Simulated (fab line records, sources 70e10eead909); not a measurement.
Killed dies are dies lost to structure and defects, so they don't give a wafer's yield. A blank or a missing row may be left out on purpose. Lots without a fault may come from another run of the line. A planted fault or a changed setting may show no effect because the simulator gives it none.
Chamber matching | flow nand_harc | NHARC_A_BLC_ALD_23 on ald_metal-02: 4 sister chambers
The step deposits TiN, target thk 3 nm, pulse time 1 s, ald cycles 150. 24 wafers are shown with their chamber, then 12 later ones without.

WAFERS WITH THEIR CHAMBER
wafer  | chamber | heater_power_w (W) | precursor_pulse_height_rel
L080.2 | 0       | 1344               | 0.990
L080.4 | 3       | 1224               | 1.014
L080.6 | 1       | 1059               | 0.979
L080.1 | 1       | 1104               | 1.001
L080.3 | 2       | 1009               | 0.987
L080.5 | 0       | 1343               | 1.021
L086.1 | 3       | 1151               | 1.005
L086.3 | 0       | 1411               | 1.033
L086.4 | 2       | 1017               | 0.997
L086.2 | 1       | 1076               | 0.985
L086.5 | 3       | 1167               | 1.024
L086.6 | 0       | 1416               | 0.986
L087.2 | 3       | 1150               | 0.976
L087.3 | 0       | 1405               | 0.973
L087.5 | 0       | 1410               | 1.015
L087.1 | 2       | 1031               | 0.997
L087.4 | 2       | 987                | 0.995
L087.6 | 3       | 1158               | 0.975
L089.1 | 2       | 1005               | 0.992
L089.3 | 3       | 1147               | 0.996
L089.6 | 2       | 1023               | 0.985
L090.1 | 1       | 1059               | 1.002
L090.2 | 0       | 1401               | 1.015
L090.3 | 3       | 1129               | 1.029

SIGNATURES (means of the wafers above)
reading                    | chamber 0 | chamber 1 | chamber 2 | chamber 3 | scatter within a chamber
heater_power_w             | 1390.00   | 1074.50   | 1012.00   | 1160.86   | 26.6
precursor_pulse_height_rel | 1.00471   | 0.99175   | 0.99217   | 1.00271   | 0.0176
Rule: a wafer's distance from a chamber is the root of the sum, over the readings, of the square of ((its reading less the chamber's mean) divided by the reading's scatter). The wafer belongs to the nearest chamber; if the next one is less than 2 further off, it can't be placed. The scatter: the root of (the sum of the squares of (reading less its chamber's mean) over the shown wafers, divided by (wafers less chambers)).

WAFERS WITHOUT THEIR CHAMBER
wafer  | heater_power_w (W) | precursor_pulse_height_rel
L090.4 | 1005               | 1.016
L090.5 | 1410               | 0.987
L090.6 | 1053               | 1.015
L093.2 | 1034               | 0.977
L093.3 | 1403               | 1.051
L093.6 | 1041               | 1.005
L096.2 | 993                | 0.968
L096.3 | 1148               | 0.964
L096.4 | 1057               | 0.969
L097.1 | 1061               | 1.012
L097.2 | 1020               | 1.025
L097.5 | 1143               | 0.996

WHICH CHAMBER EACH WENT THROUGH
wafer  | from the rows above     | in truth
L090.4 | can't be placed: 2 or 1 | 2
L090.5 | 0                       | 0
L090.6 | can't be placed: 1 or 2 | 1
L093.2 | can't be placed: 2 or 1 | 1
L093.3 | 0                       | 0
L093.6 | can't be placed: 2 or 1 | 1
L096.2 | can't be placed: 2 or 1 | 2
L096.3 | can't be placed: 3 or 1 | 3
L096.4 | can't be placed: 1 or 2 | 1
L097.1 | can't be placed: 1 or 2 | 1
L097.2 | can't be placed: 2 or 1 | 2
L097.5 | can't be placed: 3 or 1 | 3
Placed correctly: 2 of 12. Can't be placed from these rows: 10 (the true chamber is among the candidates in 10). Placed wrongly: 0.
